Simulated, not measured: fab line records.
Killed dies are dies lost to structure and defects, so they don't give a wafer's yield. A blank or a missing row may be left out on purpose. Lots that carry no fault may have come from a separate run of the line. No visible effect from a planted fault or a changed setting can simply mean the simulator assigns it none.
Which tool was responsible? / flow n5_finfet / route of 1938 steps, sampled at 1 step: 12 lots, 31 wafers

WHAT EACH GAUGE READ, for each wafer
N5_BEOL_M9_RS_MEAS_57: uses a four-point probe to measure.
lot=L612; measured=day 9 18:43; on=film_metro-02; M9_RS (ohm/sq)=0.150 0.149 0.149
lot=L611; measured=day 10 00:54; on=film_metro-01; M9_RS (ohm/sq)=0.151 0.149
lot=L614; measured=day 10 21:56; on=film_metro-01; M9_RS (ohm/sq)=0.155 0.146 0.151
lot=L616; measured=day 11 20:55; on=film_metro-01; M9_RS (ohm/sq)=0.155 0.151 0.155
lot=L619; measured=day 12 00:25; on=film_metro-01; M9_RS (ohm/sq)=0.157 0.156 0.155
lot=L618; measured=day 12 05:12; on=film_metro-01; M9_RS (ohm/sq)=0.155 0.152 0.156
lot=L620; measured=day 12 18:11; on=film_metro-01; M9_RS (ohm/sq)=0.150 0.151 0.153
lot=L622; measured=day 13 05:15; on=film_metro-02; M9_RS (ohm/sq)=0.151 0.148
lot=L626; measured=day 13 19:47; on=film_metro-01; M9_RS (ohm/sq)=0.146 0.146 0.153
lot=L629; measured=day 15 00:53; on=film_metro-01; M9_RS (ohm/sq)=0.156 0.153
lot=L633; measured=day 15 12:57; on=film_metro-02; M9_RS (ohm/sq)=0.153 0.148
lot=L632; measured=day 15 17:29; on=film_metro-02; M9_RS (ohm/sq)=0.152 0.150

WHICH TOOL RAN EACH LOT (tool, then ch and the chambers of the sampled wafers, then the start)
The record holds no process step before these readings.

AS READ BY THE TOOLS THEMSELVES (means over the sampled wafers that have a number; for cases with no such wafer, the mark the record gives instead)
The record holds no such reading with a usual standard deviation.

THE ANSWER, worked out from the rows above alone
Rule: usual is defined by the lots themselves. Put in order of their means at a reading, lots are off if they are a third of the lots or fewer, leave a main group of 4 or more, and stand apart from it by a gap of 3 or more times the standard deviation of the main group's means; of several such gaps the widest counts. If all means in a main group match to the digits the tables above print for the reading, that group is not used. Also off: a lot with no number at a reading for which 4 or more lots have one. Where the step has rows for the other lots, those lots are counted as sound. The gauges are gone through in route order, then the tools' own readings, and for those a lot's mean is taken as printed above. The first step at which some lot is off is used, and at that step the reading that is off furthest; a lot without a number counts as furthest.
No lot is off at any reading shown: from this, nothing can be told.

WHAT WAS PUT IN BY THE SIMULATOR
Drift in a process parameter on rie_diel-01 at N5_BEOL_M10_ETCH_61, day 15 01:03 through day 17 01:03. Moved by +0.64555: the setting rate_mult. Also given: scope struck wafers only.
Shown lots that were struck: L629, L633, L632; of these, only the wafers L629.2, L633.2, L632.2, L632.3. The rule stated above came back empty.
